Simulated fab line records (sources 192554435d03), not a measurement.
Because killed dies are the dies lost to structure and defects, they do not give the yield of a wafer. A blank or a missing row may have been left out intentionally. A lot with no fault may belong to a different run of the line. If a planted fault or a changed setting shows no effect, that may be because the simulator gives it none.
Comparing a struck lot with a sound one || flow n5 finfet || 15 out of 1938 route steps
Sound: wafers L436.1, L436.2, L436.3. The struck wafers were L442.3, L442.5, L442.6. Last of all comes the cause.
For every step that has rows: the tool of each side, followed by ch and its chambers, followed by its first start. Under that, the readings that differ: sound wafers || struck wafers || difference of the means || sigmas: that difference in standard deviations of wafers without a fault.
alike: a reading whose means differ by less than 2 such deviations, as well as words and numbers matching on both sides. not compared: withheld readings; readings where some wafer has no value; bounds like >300 that might hide an equal value; numbers whose values overlap and for which the record gives no deviation.
Wherever a step has rows on one side only, a row that says differs or no value, or a row with sigmas, the two part there. Numbers that have no deviation but don't overlap get no sigmas and don't part them. A reading missing from all wafers of one side parts the sides only when that side holds two or more wafers.

first, 11 steps without rows for these wafers: N5_FIN_CUT_DESCUM_13 (chemistry O2, time 7 s); N5_FIN_CUT_ETCH_30 (etches underlayer in N2/H2, target depth 13 nm, time 10.4 s); N5_FIN_CUT_ETCH_20 (etches SiARC in CF4, target depth 26 nm, time 43.3 s); N5_FIN_CUT_ETCH_21 (etches SOC in N2/H2, target depth 219 nm, overetch 43.8 nm, time 523.5 s); N5_FIN_CUT_STRIP_23 (strips in N2/H2); N5_FIN_CUT_STRIP_31 (strips in N2/H2); N5_FIN_CUT_STRIP_24 (strips in CF4); N5_FIN_CUT_CUT_ETCH_26 (etches SiNx in CH3F/O2, target depth 39 nm, time 55.7 s); N5_FIN_CUT_CUT_ETCH_27 (etches SiO2 in CHF3/O2, target depth 4 nm, overetch 2 nm, time 4.9 s); N5_FIN_CUT_PRECLEAN_35 (cleans in vHF, time 13.3 s); N5_FIN_CUT_CUT_ETCH_15 (etches Si in HBr/Cl2/O2, target depth 100 nm, bt time 10 s, time 42.4 s).
N5_FIN_CUT_CUT_ETCH_28: etches Si in HBr/Cl2/O2, target depth 6 nm, time 2.4 s.
  sound on rie si-02 ch 0,2,3, day 3 10:25; struck on rie si-02 ch 0,1,3, day 4 23:30
  no value came back on the struck wafers for any of 6 readings (HBr_flow_sccm (sccm), O2_flow_sccm (sccm) and others); on the sound wafers HBr_flow_sccm (sccm) reads 150.4 150.6 148.7
{"reading": "model.SOC_of_FIN_CUT_COAT_18.thk nm (nm)", "sound": "168.2 167.4 167.6", "struck": "171.2 170.6 170.6", "difference": "+3.1", "sigmas": ""}
then, 1 step without rows for these wafers: N5_FIN_CUT_STRIP_22 (strips in N2/H2).
N5_BEOL_M4_RC_MEAS_101:
  the record has rows for the sound wafers here (prober-01 ch 0, day 9 03:22) and none for the struck ones
-- record jumps: 10 days separate the struck wafers' starts on either side; left off in module BEOL_M4, taken up again in module PASSIVATION, whose first shown step is the route's number 1936 --
N5_PASSIVATION_PROBE_49:
  sound: prober-01 at day 13 02:31; struck: prober-01 at day 15 00:12
{"reading": "defect limited yield (%)", "sound": "90.7 88.9 90.4", "struck": "0 0 0", "difference": -90, "sigmas": -64}
{"reading": "killed at front end", "sound": "50 62 55", "struck": "1110 1120 1125", "difference": "+1063", "sigmas": "+89"}
{"reading": "killed dies", "sound": "110 131 113", "struck": "1180 1180 1180", "difference": "+1062", "sigmas": "+66"}
{"reading": "killed on rim", "sound": "13 13 16", "struck": "152 152 152", "difference": "+138", "sigmas": "+36"}
{"reading": "sort_bin_5_function (%)", "sound": "5.0 6.9 5.8", "struck": "96.1 96.0 96.8", "difference": "+90.4", "sigmas": "+94"}
{"reading": "sort n pass", "sound": "1070 1049 1067", "struck": "0 0 0", "difference": -1062, "sigmas": -66}
{"reading": "sort yield pct (%)", "sound": "90.7 88.9 90.4", "struck": "0 0 0", "difference": -90, "sigmas": -64}
  alike: killed_at_M0_to_M3, killed_at_M4_up, killed at contacts, killed at other, killed open, killed short, sort_bin_6_memory

== WHERE THEY PART ==
First at N5_FIN_CUT_CUT_ETCH_28; last, within this record, at N5_PASSIVATION_PROBE_49.

WHY: the cause the simulator had injected
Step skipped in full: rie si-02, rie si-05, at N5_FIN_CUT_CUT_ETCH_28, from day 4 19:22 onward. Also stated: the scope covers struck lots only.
